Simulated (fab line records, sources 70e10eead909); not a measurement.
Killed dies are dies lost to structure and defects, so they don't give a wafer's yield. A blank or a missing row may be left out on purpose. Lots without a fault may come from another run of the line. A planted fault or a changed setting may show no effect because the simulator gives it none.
Problem report in the 8D (eight disciplines) form, filled by code | flow nand_harc | the parts of the form that need people (team, actions taken, sign-off) are left out

1. THE PROBLEM
killed_at_periphery at NHARC_END_SORT_01 reads a mean of 33.0 on 1 wafer of 1 lot; wafers without a fault read 3.4 with a standard deviation of 2.2. That is +13 standard deviations from the usual mean.
First seen on wafer L248.3, day 22 00:49, on prober-02. The record holds 36 wafers of 12 lots with a number at this step. Rule for "out", or "out of limits": more than 4 standard deviations from the usual mean. The other wafers with a number count as sound.

2. WHAT IT IS AND WHAT IT IS NOT
question                    | is                                  | is not
which readings at this step | killed_at_periphery, sort_bin_2_pct | killed_at_array, killed_at_other, killed_open, killed_short, sort_bin_3_pct, sort_bin_4_pct, sort_rim_yield_pct
which lots                  | L248                                | L238, L239, L241, L242, L244, L247, L256, L257, L258, L259, L260
which wafers of those lots  | L248.3                              | L248.4, L248.6
read on which gauges        | prober-02                           | prober-01
when                        | from day 22 00:49                   | up to then (16 sound wafers); but 19 sound wafers of L247, L248, L256, L257, L258, L259, L260 came after

3. SUSPECTS, AND WHAT RULES EACH OUT
Counting: a tool at a process step up to the reading stays a suspect if it ran every lot that is out. Sound lots after the first of them don't rule it out here, since some wafers of a struck lot are sound.
- the gauge at NHARC_END_SORT_01: kept. All the wafers that are out were read on prober-02, and no step on other tools shows them out.
- pvd_sputter-03 at NHARC_P_M2_PVD_20 (deposits TaN, target thk 5 nm, time 8.06 s): kept. It ran the lot that is out, L248 (day 8 12:57); its last sound lot up to then is L244 (day 7 21:47).
- rie_diel-05 at NHARC_THIN_TSV_ETCHBACK_48 (etches the open film in C4F8/Ar, target depth 1028.5 nm, time 405.17 s): kept. It ran the lot that is out, L248 (day 21 06:38); its last sound lot up to then is L241 (day 19 09:42).
- pvd_sputter-03 at NHARC_THIN_TSV_DEGAS_53 (time 60 s): kept. It ran the lot that is out, L248 (day 21 09:08); its last sound lot up to then is L241 (day 19 12:14).
- rie_metal-01 at NHARC_THIN_TSV_ETCH_36 (etches the open film in Cl2/BCl3, target depth 65 nm, time 18.571 s): kept. It ran the lot that is out, L248 (day 21 10:51); its last sound lot up to then is L247 (day 21 08:30).
Left after counting: pvd_sputter-03 at NHARC_P_M2_PVD_20, rie_diel-05 at NHARC_THIN_TSV_ETCHBACK_48, pvd_sputter-03 at NHARC_THIN_TSV_DEGAS_53, rie_metal-01 at NHARC_THIN_TSV_ETCH_36, prober-02 at NHARC_END_SORT_01.

4. THE CAUSE (what the simulator had put in)
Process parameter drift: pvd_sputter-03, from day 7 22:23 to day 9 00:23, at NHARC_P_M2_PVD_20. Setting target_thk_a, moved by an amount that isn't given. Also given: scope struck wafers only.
Counting left 5 suspects, and this tool is among them.

5. THE CHAIN OF EFFECTS, in route order
Each row: a reading whose mean over the struck wafers that have a number lies more than 3 standard deviations from the usual. Only readings for which the record gives a usual standard deviation are gone through. hours: the time from each lot's start at the first step in this table that gives one to its start at this step, as a median over the lots. sigmas: the change in usual standard deviations.
hours | step              | reading              | usual  | on struck wafers | change | sigmas
0     | NHARC_END_SORT_01 | defect_limited_yield | 95.7 % | 90.8             | -4.9   | -3.3
0     | NHARC_END_SORT_01 | killed_at_periphery  | 3.4    | 33.0             | +29.6  | +13
0     | NHARC_END_SORT_01 | killed_dies          | 29     | 62               | +33    | +3.3
0     | NHARC_END_SORT_01 | sort_bin_2_pct       | 1.4 %  | 6.1              | +4.7   | +7.5
0     | NHARC_END_SORT_01 | sort_n_pass          | 648    | 615              | -33    | -3.3
0     | NHARC_END_SORT_01 | sort_yield_pct       | 95.7 % | 90.8             | -4.9   | -3.3

6. WHAT WOULD HAVE CAUGHT IT SOONER
In this record the first reading out of limits at a measuring or inspecting step was taken at day 22 00:49, 338 hours after the fault began at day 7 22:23.
Of the tool readings at NHARC_P_M2_PVD_20 for which the record gives a usual standard deviation, none was out on any struck wafer, so an alarm limit of 4 standard deviations on them would not have fired.
All the lots that are out (1) had begun NHARC_P_M2_PVD_20 on pvd_sputter-03 by day 22 00:49. A hold on the tool at that time would have spared none of them.
